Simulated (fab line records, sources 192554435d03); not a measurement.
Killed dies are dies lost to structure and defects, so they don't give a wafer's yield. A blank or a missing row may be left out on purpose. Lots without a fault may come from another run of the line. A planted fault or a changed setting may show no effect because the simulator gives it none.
Chamber matching | flow n5_finfet | N5_BEOL_M3_DEP_57 on pecvd-01: 3 sister chambers
The step deposits SiCN from 3MS/NH3, target thk 8 nm, time 14 s. 6 wafers are shown with their chamber, then 12 later ones without.

WAFERS WITH THEIR CHAMBER
wafer  | chamber | throttle_valve_pct (%) | showerhead_plenum_p_Torr (Torr)
L093.4 | 1       | 8.6                    | 3.658
L093.5 | 2       | 9.2                    | 3.669
L093.6 | 0       | 10.2                   | 3.679
L092.1 | 1       | 8.6                    | 3.666
L092.2 | 0       | 9.7                    | 3.680
L092.3 | 2       | 8.8                    | 3.685

WAFERS WITHOUT THEIR CHAMBER
wafer  | throttle_valve_pct (%) | showerhead_plenum_p_Torr (Torr)
L092.4 | 8.9                    | 3.681
L092.5 | 8.7                    | 3.652
L092.6 | 9.8                    | 3.665
L095.1 | 8.8                    | 3.654
L095.2 | 9.8                    | 3.682
L095.3 | 8.7                    | 3.669
L095.4 | 8.8                    | 3.667
L095.5 | 8.6                    | 3.662
L095.6 | 9.9                    | 3.672
L096.1 | 8.6                    | 3.660
L096.4 | 8.7                    | 3.653
L096.5 | 10.0                   | 3.674

WHICH CHAMBER EACH WENT THROUGH
wafer  | from the rows above     | in truth
L092.4 | 2                       | 2
L092.5 | 1                       | 1
L092.6 | can't be placed: 0 or 2 | 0
L095.1 | can't be placed: 1 or 2 | 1
L095.2 | 0                       | 0
L095.3 | can't be placed: 1 or 2 | 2
L095.4 | can't be placed: 1 or 2 | 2
L095.5 | 1                       | 1
L095.6 | 0                       | 0
L096.1 | 1                       | 1
L096.4 | 1                       | 1
L096.5 | 0                       | 0
Placed correctly: 8 of 12. Can't be placed from these rows: 4 (the true chamber is among the candidates in 4). Placed wrongly: 0.
How it was worked out, from the rows above alone: a wafer's distance from a chamber is the root of the sum, over the readings, of the square of ((its reading less the chamber's mean) divided by the reading's scatter). The wafer belongs to the nearest chamber; if the next one is less than 2 further off, it can't be placed. A chamber's mean is the mean of its shown wafers. The scatter: the root of (the sum of the squares of (reading less its chamber's mean) over the shown wafers, divided by (wafers less chambers)).
